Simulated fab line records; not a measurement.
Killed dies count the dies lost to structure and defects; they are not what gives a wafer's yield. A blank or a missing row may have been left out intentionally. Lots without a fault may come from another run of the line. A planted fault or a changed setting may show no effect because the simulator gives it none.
Chamber matching | flow n5-finfet | rie-diel-03 running N5_PMOS_HMC_CHANNEL_EPI_STRIP_33: 4 sister chambers
The step strips in N2/H2. 16 wafers are shown with their chamber, then 8 later ones without.

## WAFERS, EACH WITH ITS CHAMBER
wafer  | chamber | drypump-motor-current-A (A) | showerhead-plenum-p-Torr (Torr) | throttle-valve-pct (%)
L078.1 | 0       | 4.9                         | 3.38                            | 18.69
L078.3 | 1       | 6.0                         | 3.50                            | 19.28
L078.6 | 1       | 6.1                         | 3.50                            | 19.29
L080.3 | 3       | 6.7                         | 3.45                            | 18.70
L080.4 | 1       | 6.0                         | 3.50                            | 19.26
L080.5 | 1       | 6.0                         | 3.50                            | 19.29
L081.2 | 2       | 5.8                         | 3.39                            | 18.80
L081.4 | 1       | 6.0                         | 3.50                            | 19.27
L081.5 | 1       | 6.1                         | 3.50                            | 19.28
L083.3 | 3       | 6.7                         | 3.44                            | 18.70
L083.5 | 3       | 6.7                         | 3.44                            | 18.68
L083.6 | 2       | 5.8                         | 3.39                            | 18.82
L086.3 | 0       | 4.9                         | 3.37                            | 18.67
L086.4 | 3       | 6.7                         | 3.44                            | 18.75
L086.6 | 3       | 6.7                         | 3.44                            | 18.71
L088.1 | 3       | 6.7                         | 3.44                            | 18.72

SIGNATURES (averages over the wafers above)
reading                  | chamber 0 | chamber 1 | chamber 2 | chamber 3 | scatter within a chamber
drypump-motor-current-A  | 4.900     | 6.033     | 5.800     | 6.700     | 0.0333
showerhead-plenum-p-Torr | 3.3750    | 3.5000    | 3.3900    | 3.4417    | 0.00333
throttle-valve-pct       | 18.6800   | 19.2783   | 18.8100   | 18.7100   | 0.018
Rule: a wafer lies at a distance from a chamber equal to the root of the sum of squares, over the readings, of (its reading less the chamber's mean, divided by the reading's scatter). If the next closest chamber is less than 2 further off than the closest, the wafer can't be placed; otherwise it belongs to the closest. How the scatter is found: for the shown wafers, subtract from each reading the mean of its chamber, square and add these, divide the total by (wafers less chambers), then take the root.

## WAFERS WITHOUT THEIR CHAMBER
wafer  | drypump-motor-current-A (A) | showerhead-plenum-p-Torr (Torr) | throttle-valve-pct (%)
L088.4 | 5.8                         | 3.38                            | 18.83
L088.6 | 5.8                         | 3.38                            | 18.85
L089.1 | 5.8                         | 3.38                            | 18.83
L089.2 | 6.7                         | 3.44                            | 18.71
L089.3 | 6.1                         | 3.49                            | 19.31
L096.1 | 5.8                         | 3.38                            | 18.87
L096.3 | 4.9                         | 3.36                            | 18.75
L096.5 | 6.0                         | 3.49                            | 19.28

## WHICH CHAMBER EACH ONE RAN IN
wafer  | from the rows above | in truth
L088.4 | 2                   | 2
L088.6 | 2                   | 2
L089.1 | 2                   | 2
L089.2 | 3                   | 3
L089.3 | 1                   | 1
L096.1 | 2                   | 2
L096.3 | 0                   | 0
L096.5 | 1                   | 1
8 of 8 placed correctly. Not placeable from these rows: 0. 0 placed wrongly.
